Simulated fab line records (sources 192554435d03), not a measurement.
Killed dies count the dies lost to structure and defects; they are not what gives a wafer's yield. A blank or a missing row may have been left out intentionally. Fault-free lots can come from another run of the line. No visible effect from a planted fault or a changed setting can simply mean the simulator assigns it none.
fab line records	flow n5Finfet
record lots=6	wafers=18	lastDay=17
route steps=1938 shown BEOL_M8@1346 PASSIVATION@1936
lots untouched by any fault: they come from a run of this same line in which no faults occurred
startH: the number of hours between the record's first day and the start of the first shown wafer of the lot	waitH: hours since the lot's step before	" as in the row above	L1.1+2: one row covering several wafers at once	- no value present, or no start provided	* or withheld: withheld	< > ~ a bound
route shown NAME@n: a module of which the file shows steps, and the number in the route of the first	usual: mean/standard deviation taken from wafers without a fault	same: alike in all rows	chamber/n: place in a boat	sites: the reading at each site	_std_site: how widely they spread, as a standard deviation	_edge_site: mean of outer sites minus mean of inner sites	radiusMm: how far each site lies from the wafer's centre	mask NAME#n: copy n	behind: tool/chamber where the wafer was last shaped	hold: the reason the lot was held/the length of the hold in hours/how it ended	device: transistor that didn't switch, given as n, p or np	end of line: the same wafers' tests at the end of the route	for a step that has no rows: nothing shown but its recipe	killed: at the first sort, the dies lost to defects and structure; wafer yield is something else	map: per-die view of a wafer (x killed, . not killed, _ where there is no die)
set.NAME: setting as actually run; set.NAME@STEP: the setting as run at that earlier step	model.NAME: the simulator's own value behind a step, which no gauge read
lots at selected steps of the route; one table per step, one row per wafer
services: a tool's chamber out of use, with start hour (startH, from the record's first day; less than 0 if before it), hours out, and reason
## steps
# step N5_BEOL_M8_OVL_MEAS_12
# recipe pointsPerWafer=44
# usual M8_OVL=-0.6/0.65
lot.wafer	tool	chamber	startH	waitH	M8_OVL[nm]
L145.1	overlay-01	0	234.86	0.0	-0.8
L145.2	"	0	"	"	-1.2
L145.3	"	0	"	"	0.2
L147.1	overlay-01	0	244.32	0.0	-1.4
L147.2	"	0	"	"	-2.0
L147.6	"	0	"	"	-1.6
L154.1	overlay-01	0	305.54	0.0	-0.1
L154.5	"	0	"	"	-0.2
L154.6	"	0	"	"	-0.5
L155.2	overlay-02	0	305.84	0.0	-0.6
L155.3	"	0	"	"	-0.2
L155.5	"	0	"	"	-0.5
L158.1	overlay-01	0	313.78	0.0	0.5
L158.2	"	0	"	"	0.4
L158.5	"	0	"	"	-0.3
L161.2	overlay-02	0	339.79	0.0	-1.6
L161.4	"	0	"	"	-1.7
L161.6	"	0	"	"	-1.5
# step N5_BEOL_M8_INSPECT_13
# recipe mode=adi	inspectInstrument=brightfield
# usual rawDefectCount=425/93
lot.wafer	tool	chamber	startH	waitH	rawDefectCount
L145.1	defectInspect-01	-	234.88	0.0	322
L145.2	"	-	"	"	580
L145.3	"	-	"	"	499
L147.1	defectInspect-01	-	244.35	0.0	410
L147.2	"	-	"	"	558
L147.6	"	-	"	"	431
L154.1	defectInspect-01	-	305.56	0.0	462
L154.5	"	-	"	"	498
L154.6	"	-	"	"	708
L155.2	defectInspect-02	-	305.86	0.0	332
L155.3	"	-	"	"	276
L155.5	"	-	"	"	286
L158.1	defectInspect-01	-	313.80	0.0	436
L158.2	"	-	"	"	538
L158.5	"	-	"	"	464
L161.2	defectInspect-01	-	339.81	0.0	379
L161.4	"	-	"	"	383
L161.6	"	-	"	"	376
# step N5_BEOL_M8_DESCUM_16
# recipe chemistry=O2	timeS=7.9	sourcePowerW=50	biasPowerW=20	pressureMtorr=20	rfFrequencyHz=2.712e+07	tempC=40	resist=CAR-ArF	o2FlowSccm=225
# usual drypumpMotorCurrentA=5.9/0.54	oesProductAu=0.80/0.084	rfVppV=243.3/1.4	showerheadPlenumPTorr=2.12/0.082	tempC=40.01/0.1	throttleValvePct=20.50/0.2
lot.wafer	tool	chamber	startH	waitH	drypumpMotorCurrentA	oesProductAu	rfHoursCounterH	rfVppV	showerheadPlenumPTorr	tempC	throttleValvePct
L145.1	rieDiel-05	2	235.01	0.1	5.7	0.85	54	243.3	2.14	39.93	20.73
L145.2	"	3	"	"	5.9	0.91	29	244.7	2.23	40.04	20.55
L145.3	"	0	"	"	6.6	0.79	123	245.8	2.19	39.96	20.38
L147.1	rieDiel-01	2	244.40	0.1	6.8	0.74	178	242.3	2.07	39.90	20.42
L147.2	"	1	"	"	6.0	0.84	73	241.8	2.12	40.05	20.70
L147.6	"	3	"	"	5.5	0.73	-	242.2	2.09	40.16	20.78
L154.1	rieDiel-02	3	306.54	1.0	5.7	0.70	211	243.4	2.16	40.06	20.57
L154.5	"	2	"	"	5.1	0.84	-	242.3	2.04	39.99	20.23
L154.6	"	1	"	"	5.5	0.70	-	241.2	1.99	39.91	20.55
L155.2	rieDiel-05	3	306.81	0.9	6.0	0.86	58	245.7	2.22	40.12	20.57
L155.3	"	0	"	"	6.6	0.76	150	242.8	2.18	39.70	20.41
L155.5	"	2	"	"	5.7	0.81	-	243.0	2.13	39.96	20.76
L158.1	rieDiel-02	3	313.84	0.0	5.7	0.71	213	242.8	2.16	40.05	20.58
L158.2	"	0	"	"	6.0	0.90	36	244.4	2.23	40.05	20.20
L158.5	"	2	"	"	5.1	0.86	-	243.8	2.04	40.09	20.25
L161.2	rieDiel-01	0	339.92	0.1	5.2	0.83	69	241.6	2.03	40.00	20.33
L161.4	"	0	"	"	5.2	0.84	-	243.1	2.03	40.06	20.34
L161.6	"	2	"	"	6.8	0.71	-	241.8	2.06	39.99	20.48
# step N5_BEOL_M8_ETCH_61
# recipe chemistry=CF4	target=SiARC	targetDepthA=455	maskMaterial=CAR-ArF	timeS=75.8	ionEnergyEv=80	pressureMtorr=40	sourceW=545	biasW=36	Ar_flow_sccm=100	cf4FlowSccm=100	ends=cleared
# step N5_BEOL_M8_ETCH_62
# recipe chemistry=N2/H2	target=SOC	targetDepthA=1100	overetchA=220	maskMaterial=SiARC	tempC=40	timeS=165	ionEnergyEv=200	pressureMtorr=30	sourceW=840	biasW=150	n2FlowSccm=200	h2FlowSccm=200
# usual drypumpMotorCurrentA=5.9/0.54	oesProductAu=0.68/0.066	rfVppV=524.6/2.9	showerheadPlenumPTorr=2.57/0.097	tempC=39.99/0.1	throttleValvePct=17.88/0.21
lot.wafer	tool	chamber	startH	waitH	drypumpMotorCurrentA	oesProductAu	rfHoursCounterH	rfVppV	showerheadPlenumPTorr	tempC	throttleValvePct
L145.1	rieDiel-05	2	235.10	0.0	5.7	0.72	54	523.7	2.58	39.86	18.05
L145.2	"	3	"	"	6.0	0.77	29	527.1	2.70	39.98	17.86
L145.3	"	0	"	"	6.5	0.67	123	528.2	2.66	40.12	17.77
L147.1	rieDiel-01	2	244.49	0.0	6.8	0.63	178	524.1	2.53	40.03	17.84
L147.2	"	1	"	"	6.0	0.72	74	524.3	2.57	39.94	18.07
L147.6	"	3	"	"	5.5	0.63	-	524.6	2.55	39.80	18.24
L154.1	rieDiel-02	3	306.63	0.0	5.7	0.61	211	525.5	2.63	40.09	17.99
L154.5	"	2	"	"	5.1	0.72	-	524.4	2.48	40.13	17.68
L154.6	"	1	"	"	5.5	0.60	-	520.8	2.41	39.88	17.93
L155.2	rieDiel-05	3	306.90	0.0	6.0	0.73	58	527.8	2.68	39.97	17.90
L155.3	"	0	"	"	6.6	0.65	150	527.7	2.65	40.05	17.82
L155.5	"	2	"	"	5.7	0.69	-	525.0	2.57	39.87	18.09
L158.1	rieDiel-02	3	313.93	0.0	5.7	0.60	213	526.6	2.63	39.86	18.00
L158.2	"	0	"	"	6.0	0.76	36	528.2	2.70	39.95	17.50
L158.5	"	2	"	"	5.1	0.71	-	523.1	2.48	40.04	17.68
L161.2	rieDiel-01	0	340.01	0.0	5.2	0.70	69	523.4	2.47	39.94	17.70
L161.4	"	0	"	"	5.2	0.70	-	521.6	2.47	39.88	17.70
L161.6	"	2	"	"	6.8	0.61	-	524.6	2.52	39.87	17.91
# step N5_BEOL_M8_STRIP_68
# recipe chemistry=N2/H2	tempC=40	n2FlowSccm=200	h2FlowSccm=200	rfFrequencyHz=6e+07
# step N5_BEOL_M8_STRIP_67
# recipe chemistry=CF4	resist=SiARC	powerW=300	biasPowerW=75	pressureMtorr=50	cf4FlowSccm=150	rfFrequencyHz=6e+07
# usual drypumpMotorCurrentA=5.9/0.54	oesProductAu=0.80/0.077	rfVppV=271.6/1.8	showerheadPlenumPTorr=1.81/0.062	throttleValvePct=13.61/0.21
lot.wafer	tool	chamber	startH	waitH	drypumpMotorCurrentA	oesProductAu	rfHoursCounterH	rfVppV	showerheadPlenumPTorr	throttleValvePct
L145.1	rieDiel-05	2	235.24	0.0	5.7	0.85	54	272.4	1.82	13.70
L145.2	"	3	"	"	5.9	0.91	29	274.7	1.89	13.51
L145.3	"	0	"	"	6.5	0.79	123	273.6	1.87	13.52
L147.1	rieDiel-01	2	244.63	0.0	6.8	0.75	178	270.0	1.79	13.68
L147.2	"	1	"	"	6.0	0.84	74	272.6	1.82	13.75
L147.6	"	3	"	"	5.4	0.75	-	270.9	1.79	13.88
L154.1	rieDiel-02	3	306.77	0.0	5.7	0.71	211	271.6	1.84	13.80
L154.5	"	2	"	"	5.1	0.85	-	269.5	1.76	13.38
L154.6	"	1	"	"	5.5	0.71	-	268.1	1.70	13.72
L155.2	rieDiel-05	3	307.05	0.0	5.9	0.87	58	273.6	1.88	13.56
L155.3	"	0	"	"	6.6	0.77	150	273.7	1.86	13.57
L155.5	"	2	"	"	5.6	0.82	-	272.0	1.81	13.77
L158.1	rieDiel-02	3	314.07	0.0	5.7	0.71	213	273.4	1.84	13.80
L158.2	"	0	"	"	6.0	0.90	36	272.8	1.89	13.25
L158.5	"	2	"	"	5.1	0.84	-	271.6	1.76	13.40
L161.2	rieDiel-01	0	340.16	0.0	5.2	0.84	69	269.4	1.74	13.48
L161.4	"	0	"	"	5.2	0.84	-	269.2	1.74	13.46
L161.6	"	2	"	"	6.8	0.71	-	270.1	1.78	13.78
# step N5_BEOL_M8_HM_OPEN_17
# recipe chemistry=Cl2/BCl3	targetDepthA=200	overetchA=60	target=TiN	maskMaterial=SOC	ionEnergyEv=150	pressureMtorr=10	icpW=1000	biasW=126	Cl2_flow_sccm=53.25	bcl3FlowSccm=21.75	Ar_flow_sccm=25
# usual drypumpMotorCurrentA=5.7/0.42	oesProductAu=0.70/0.042	throttleValvePct=21.99/0.18
lot.wafer	tool	chamber	startH	waitH	drypumpMotorCurrentA	oesProductAu	rfHoursCounterH	throttleValvePct
L145.1	rieMetal-02	1	235.29	0.0	5.8	0.79	3	21.68
L145.2	"	0	"	"	5.3	0.69	30	22.18
L145.3	"	0	"	"	5.3	0.69	-	22.16
L147.1	rieMetal-02	1	244.68	0.0	5.8	0.78	4	21.69
L147.2	"	0	"	"	5.3	0.69	32	22.17
L147.6	"	1	"	"	5.8	0.78	-	21.68
L154.1	rieMetal-01	0	306.82	0.0	5.6	0.70	22	22.09
L154.5	"	1	"	"	6.4	0.66	-	21.95
L154.6	"	0	"	"	5.6	0.71	-	22.09
L155.2	rieMetal-01	1	307.09	0.0	6.4	0.66	49	21.93
L155.3	"	0	"	"	5.6	0.71	-	22.08
L155.5	"	0	"	"	5.6	0.71	-	22.07
L158.1	rieMetal-02	0	314.12	0.0	5.3	0.66	37	22.21
L158.2	"	1	"	"	5.8	0.74	10	21.72
L158.5	"	1	"	"	5.8	0.74	-	21.72
L161.2	rieMetal-01	0	340.20	0.0	5.6	0.69	25	22.10
L161.4	"	0	"	"	5.6	0.70	-	22.09
L161.6	"	1	"	"	6.4	0.65	-	21.96
# step N5_BEOL_M8_STRIP_19
# recipe chemistry=O2	powerW=400	tempC=40	pressureMtorr=30	rfFrequencyHz=6e+07	biasPowerW=0	overashFraction=0.2	o2FlowSccm=225
# usual drypumpMotorCurrentA=5.9/0.54	oesProductAu=0.80/0.077	rfVppV=3.6/0.58	showerheadPlenumPTorr=2.12/0.079	tempC=40.01/0.11	throttleValvePct=16.74/0.18
lot.wafer	tool	chamber	startH	waitH	drypumpMotorCurrentA	oesProductAu	rfHoursCounterH	rfVppV	showerheadPlenumPTorr	tempC	throttleValvePct
L145.1	rieDiel-01	0	235.40	0.1	5.2	0.90	31	3.3	2.05	40.07	16.49
L145.2	"	1	"	"	6.0	0.85	72	2.9	2.12	39.95	16.89
L145.3	"	3	"	"	5.4	0.73	160	3.9	2.10	40.06	17.03
L147.1	rieDiel-02	1	244.79	0.1	5.4	0.72	207	3.0	2.00	40.06	16.81
L147.2	"	2	"	"	5.1	0.88	33	3.5	2.05	40.08	16.45
L147.6	"	3	"	"	5.7	0.72	-	4.0	2.17	39.99	16.85
L154.1	rieDiel-05	3	307.07	0.2	5.9	0.87	58	3.5	2.22	39.87	16.77
L154.5	"	0	"	"	6.6	0.77	-	3.8	2.19	40.12	16.68
L154.6	"	2	"	"	5.7	0.82	-	3.9	2.13	40.31	16.92
L155.2	rieDiel-05	2	307.23	0.1	5.7	0.81	83	3.5	2.13	39.89	16.96
L155.3	"	0	"	"	6.6	0.75	151	2.7	2.19	40.03	16.67
L155.5	"	3	"	"	6.0	0.85	-	4.0	2.22	40.05	16.76
L158.1	rieDiel-05	2	314.41	0.3	5.7	0.81	86	3.4	2.13	40.14	16.98
L158.2	"	0	"	"	6.6	0.76	154	3.8	2.19	40.22	16.67
L158.5	"	3	"	"	6.0	0.86	-	4.0	2.22	40.09	16.80
L161.2	rieDiel-02	2	340.34	0.1	5.1	0.84	57	3.4	2.04	40.10	16.48
L161.4	"	1	"	"	5.5	0.70	232	3.6	1.99	39.84	16.86
L161.6	"	2	"	"	5.1	0.84	-	3.5	2.04	40.11	16.48
# step N5_BEOL_M8_CD_MEAS_18
# recipe pitchNm=80	targetCdNm=40
# usual cdNm=39.9/0.42
lot.wafer	tool	chamber	startH	waitH	cdNm
L145.1	cdSem-01	-	235.47	0.0	40.3
L145.2	"	-	"	"	40.0
L145.3	"	-	"	"	39.8
L147.1	cdSem-01	-	244.86	0.0	39.6
L147.2	"	-	"	"	39.9
L147.6	"	-	"	"	39.8
L154.1	cdSem-01	-	307.14	0.0	39.4
L154.5	"	-	"	"	39.3
L154.6	"	-	"	"	39.3
L155.2	cdSem-01	-	307.30	0.1	40.7
L155.3	"	-	"	"	40.2
L155.5	"	-	"	"	40.9
L158.1	cdSem-02	-	314.48	0.0	40.6
L158.2	"	-	"	"	39.6
L158.5	"	-	"	"	40.4
L161.2	cdSem-02	-	340.41	0.1	40.2
L161.4	"	-	"	"	40.5
L161.6	"	-	"	"	40.6
# step N5_BEOL_M8_COAT_63
# recipe resist=SOC	tempC=250	timeS=60	spinRpm=1500	resistThkNm=60
# step N5_BEOL_M8_COAT_64
# recipe resist=SiARC	tempC=220	timeS=60	spinRpm=1500	resistThkNm=12
# step N5_BEOL_M8_COAT_71
# recipe resist=underlayer	tempC=205	timeS=60	spinRpm=1500	resistThkNm=5
# usual heaterPowerTotalW=391.6/1.4	plateTempC=204.98/0.15
lot.wafer	tool	chamber	startH	waitH	heaterPowerTotalW	plateTempC
L145.1	lithoTrack-02	0	236.72	-	392.1	204.99
L145.2	"	0	"	"	392.0	204.98
L145.3	"	0	"	"	390.7	205.09
L147.1	lithoTrack-05	0	246.44	-	389.6	204.95
L147.2	"	0	"	"	389.5	205.03
L147.6	"	0	"	"	389.5	205.01
L154.1	lithoTrack-02	0	307.18	-	387.1	202.68
L154.5	"	0	"	"	386.1	202.67
L154.6	"	0	"	"	386.3	202.57
L155.2	lithoTrack-02	0	307.36	-	384.5	202.66
L155.3	"	0	"	"	384.5	202.62
L155.5	"	0	"	"	384.6	202.63
L158.1	lithoTrack-03	0	316.38	-	389.6	204.99
L158.2	"	0	"	"	392.7	205.19
L158.5	"	0	"	"	392.7	205.21
L161.2	lithoTrack-03	0	343.51	-	390.8	204.92
L161.4	"	0	"	"	391.3	205.25
L161.6	"	0	"	"	393.8	204.98
# step N5_BEOL_M8_COAT_22
# recipe resist=CAR-EUV	spinRpm=1500	resistThkNm=30
# step N5_PASSIVATION_PROBE_49
# usual defectLimitedYield=91.6/1.4	killed_at_M0_to_M3=30/8.7	killed_at_M4_up=14/5.4	killedAtContacts=11/6.4	killedAtFrontEnd=40/12	killedAtOther=3/3.1	killedDies=99/17	killedOpen=64/12	killedShort=33/8.1	sort_bin_5_function=4.9/0.88	sort_bin_6_memory=3.1/0.69	sortNPass=1081/17	sortYieldPct=91.6/1.4
# same grossDies=1180	killedAtBackSide=0	sort_bin_4_leakage[%]=0	sort_bin_8_speed[%]=0
lot.wafer	tool	chamber	startH	waitH	defectLimitedYield[%]	killed_at_M0_to_M3	killed_at_M4_up	killedAtContacts	killedAtFrontEnd	killedAtOther	killedDies	killedOpen	killedShort	sort_bin_5_function[%]	sort_bin_6_memory[%]	sortNPass	sortYieldPct[%]
L145.1	prober-02	-	309.02	0.0	89.6	38	6	14	62	3	123	65	56	5.7	4.7	1057	89.6
L145.2	prober-02	-	309.07	0.1	89.9	20	13	17	62	7	119	70	48	5.6	4.0	1061	89.9
L145.3	prober-02	-	309.12	0.1	89.9	37	13	15	51	3	119	76	43	6.4	3.2	1061	89.9
L147.1	prober-02	-	319.61	0.0	88.4	29	23	10	69	6	137	92	45	6.1	5.0	1043	88.4
L147.2	prober-02	-	319.66	0.1	90.3	31	19	8	53	4	115	73	42	5.6	3.8	1065	90.3
L147.6	prober-02	-	319.86	0.3	90.3	32	13	8	53	9	115	80	35	5.7	4.0	1065	90.3
L155.2	prober-01	-	395.15	0.1	92.1	23	15	18	36	1	93	57	35	4.6	3.0	1087	92.1
L155.3	prober-01	-	395.20	0.1	91.5	33	12	7	47	1	100	69	27	4.8	3.2	1080	91.5
L155.5	prober-01	-	395.30	0.2	90.7	40	15	12	38	5	110	68	40	5.4	3.5	1070	90.7
L154.1	prober-01	-	399.77	0.0	92.8	26	15	7	34	3	85	54	30	4.8	2.4	1095	92.8
L154.5	prober-01	-	399.97	0.2	92.4	20	22	12	32	4	90	58	31	4.6	2.8	1090	92.4
L154.6	prober-01	-	400.02	0.3	93.9	22	18	4	24	4	72	53	19	3.6	2.3	1108	93.9
L158.1	prober-02	-	399.95	0.0	89.5	32	19	9	59	5	124	82	38	6.9	3.5	1056	89.5
L158.2	prober-02	-	400.00	0.1	92.0	28	16	10	38	2	94	62	29	4.3	3.5	1086	92.0
L158.5	prober-02	-	400.15	0.2	91.4	23	12	10	53	3	101	69	26	5.4	3.0	1079	91.4
L161.2	prober-01	-	417.64	0.1	92.5	30	13	5	40	0	88	57	30	4.7	2.5	1092	92.5
L161.4	prober-01	-	417.74	0.2	92.2	29	22	8	31	2	92	62	28	3.8	3.6	1088	92.2
L161.6	prober-01	-	417.84	0.3	92.3	32	9	5	43	2	91	55	34	4.7	2.6	1089	92.3
# killed by level:class
L145.1 FIN_SAQP:geometricParticle:open=20 FIN_SAQP:geometricParticle:short=17 MOL_CONTACT_COAG:geometricParticle:open=10 BEOL_M3:geometricParticle:open=8 BEOL_M0_SAQP:geometricParticle:short=6 GATE_CUT:geometricParticle:short=5 BEOL_M0_SAQP:geometricParticle:open=5 BEOL_M1:geometricParticle:short=5
L145.2 FIN_SAQP:geometricParticle:open=20 FIN_SAQP:geometricParticle:short=14 MOL_CONTACT_COAG:geometricParticle:open=12 GATE_CUT:geometricParticle:short=10 BEOL_M0_SAQP:geometricParticle:open=6 MOL_CONTACT_COAG:geometricParticle:short=5 BEOL_M0_SAQP:geometricParticle:short=5 DUMMY_GATE:geometricParticle:open=3
L145.3 FIN_SAQP:geometricParticle:open=14 MOL_CONTACT_COAG:geometricParticle:open=13 FIN_SAQP:geometricParticle:short=10 BEOL_M1:geometricParticle:short=7 BEOL_M3:geometricParticle:open=6 BEOL_M0_SAQP:geometricParticle:open=6 BEOL_M0_SAQP:geometricParticle:short=5 STI_FIN_REVEAL:geometricParticle:open=5
L147.1 STI_FIN_REVEAL:geometricParticle:open=18 FIN_SAQP:geometricParticle:open=17 BEOL_M4:geometricParticle:open=11 BEOL_M1:geometricParticle:open=7 BEOL_M0_SAQP:geometricParticle:short=7 FIN_SAQP:geometricParticle:short=6 MOL_CONTACT_COAG:geometricParticle:open=6 ILD0:geometricParticle:short=5
L147.2 STI_FIN_REVEAL:geometricParticle:open=15 FIN_SAQP:geometricParticle:open=9 FIN_SAQP:geometricParticle:short=8 BEOL_M4:geometricParticle:open=8 MOL_CONTACT_COAG:geometricParticle:open=7 BEOL_M1:geometricParticle:open=6 BEOL_M3:geometricParticle:open=6 GATE_CUT:geometricParticle:short=6
L147.6 STI_FIN_REVEAL:geometricParticle:open=18 BEOL_M0_SAQP:geometricParticle:open=10 FIN_SAQP:geometricParticle:open=8 STI_FIN_REVEAL:geometricParticle:short=8 MOL_CONTACT_COAG:geometricParticle:open=8 BEOL_M4:geometricParticle:open=7 PASS1_CAP:geometricParticle:short=5 DUMMY_GATE:geometricParticle:open=4
L155.2 MOL_CONTACT_COAG:geometricParticle:open=12 BEOL_M0_SAQP:geometricParticle:short=8 STI_FIN_REVEAL:geometricParticle:open=7 BEOL_M0_SAQP:geometricParticle:open=7 FIN_SAQP:geometricParticle:short=6 MOL_CONTACT_COAG:geometricParticle:short=6 FIN_SAQP:geometricParticle:open=5 GATE_CUT:geometricParticle:short=5
L155.3 STI_FIN_REVEAL:geometricParticle:open=18 BEOL_M3:geometricParticle:open=10 GATE_CUT:geometricParticle:short=9 BEOL_M0_SAQP:geometricParticle:open=9 MOL_CONTACT_COAG:geometricParticle:open=7 BEOL_M0_SAQP:geometricParticle:short=7 STI_FIN_REVEAL:geometricParticle:short=6 BEOL_M4:geometricParticle:open=5
L155.5 BEOL_M0_SAQP:geometricParticle:short=13 MOL_CONTACT_COAG:geometricParticle:open=10 BEOL_M0_SAQP:geometricParticle:open=10 FIN_SAQP:geometricParticle:open=9 BEOL_M1:geometricParticle:open=6 STI_FIN_REVEAL:geometricParticle:open=6 FIN_SAQP:geometricParticle:short=5 STARTING-WAFER:geometricParticle:short=4
L154.1 FIN_SAQP:geometricParticle:short=8 FIN_SAQP:geometricParticle:open=8 MOL_CONTACT_COAG:geometricParticle:open=7 BEOL_M3:geometricParticle:open=6 BEOL_M1:geometricParticle:open=6 BEOL_M2:geometricParticle:open=5 BEOL_M4:geometricParticle:short=5 GATE_CUT:geometricParticle:open=4
L158.1 STI_FIN_REVEAL:geometricParticle:open=17 FIN_SAQP:geometricParticle:open=12 BEOL_M2:geometricParticle:open=10 GATE_CUT:geometricParticle:short=9 BEOL_M4:geometricParticle:open=8 MOL_CONTACT_COAG:geometricParticle:open=7 FIN_SAQP:geometricParticle:short=5 BEOL_M0_SAQP:geometricParticle:short=5
L154.5 MOL_CONTACT_COAG:geometricParticle:open=11 BEOL_M4:geometricParticle:open=10 FIN_SAQP:geometricParticle:open=8 BEOL_M5:geometricParticle:open=7 BEOL_M0_SAQP:geometricParticle:short=7 FIN_SAQP:geometricParticle:short=4 STI_FIN_REVEAL:geometricParticle:open=4 STARTING-WAFER:geometricParticle:short=4
L158.2 STI_FIN_REVEAL:geometricParticle:open=12 GATE_CUT:geometricParticle:short=9 MOL_CONTACT_COAG:geometricParticle:open=9 BEOL_M0_SAQP:geometricParticle:short=9 FIN_SAQP:geometricParticle:open=7 BEOL_M4:geometricParticle:open=7 BEOL_M0_SAQP:geometricParticle:open=6 BEOL_M2:geometricParticle:open=6
L154.6 BEOL_M2:geometricParticle:open=10 BEOL_M4:geometricParticle:open=8 FIN_SAQP:geometricParticle:short=6 BEOL_M3:geometricParticle:open=5 STARTING-WAFER:geometricParticle:short=4 STI_FIN_REVEAL:geometricParticle:open=3 DUMMY_GATE:geometricParticle:open=3 BEOL_M1:geometricParticle:open=3
L158.5 STI_FIN_REVEAL:geometricParticle:open=13 MOL_CONTACT_COAG:geometricParticle:open=10 BEOL_M2:geometricParticle:open=9 FIN_SAQP:geometricParticle:short=8 FIN_SAQP:geometricParticle:open=8 DUMMY_GATE:geometricParticle:open=8 GATE_CUT:geometricParticle:short=8 BEOL_M0_SAQP:geometricParticle:open=4
L161.2 FIN_SAQP:geometricParticle:open=12 BEOL_M0_SAQP:geometricParticle:short=10 BEOL_M0_SAQP:geometricParticle:open=10 STI_FIN_REVEAL:geometricParticle:open=9 BEOL_M4:geometricParticle:open=6 FIN_SAQP:geometricParticle:short=4 BEOL_M3:geometricParticle:open=4 DUMMY_GATE:geometricParticle:open=3
L161.4 BEOL_M4:geometricParticle:open=16 BEOL_M0_SAQP:geometricParticle:short=13 FIN_SAQP:geometricParticle:open=11 BEOL_M0_SAQP:geometricParticle:open=10 MOL_CONTACT_COAG:geometricParticle:open=7 FIN_SAQP:geometricParticle:short=5 DUMMY_GATE:geometricParticle:open=4 BEOL_M3:geometricParticle:open=4
L161.6 FIN_SAQP:geometricParticle:open=15 FIN_SAQP:geometricParticle:short=10 BEOL_M0_SAQP:geometricParticle:short=10 BEOL_M0_SAQP:geometricParticle:open=8 GATE_CUT:geometricParticle:short=6 MOL_CONTACT_COAG:geometricParticle:open=5 BEOL_M1:geometricParticle:open=5 STI_FIN_REVEAL:geometricParticle:open=4
## services
tool	chamber	startH	hours	kind
rieDiel-01	-	241.09	2.8	pm
rieDiel-02	2	258.74	4.7	repair
rieDiel-01	0	293.16	1.2	repair
rieDiel-05	1	303.42	-	clean
rieDiel-05	1	303.42	-	consumableReplace:focusRing
rieDiel-05	1	303.42	-	consumableReplace:showerhead
rieDiel-05	1	303.42	14.9	scheduledDown
rieDiel-05	1	303.42	14.9	ventCycle
lithoTrack-02	-	313.56	-	consumableReplace:filter
rieDiel-01	1	336.96	29.8	repair
## key
firstSign step=N5_BEOL_M8_COAT_71	reading=plateTempC	direction=down	sigmas=16	usual=*	struck=*
effect step=N5_BEOL_M8_COAT_71	reading=heaterPowerTotalW	direction=down	sigmas=4.5	usual=*	struck=*
metAt N5_BEOL_M8_COAT_71
struckWafers L154.1,L154.5,L154.6,L155.2,L155.3,L155.5
onsetBetween 236.72 307.18
fault kind=processParameterDrift	tool=lithoTrack-02	chamber=-	onsetH=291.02	steps=N5_BEOL_M8_COAT_71	channel=tempC	offset=*	shape=step	endH=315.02	actsIn=*	stated=*
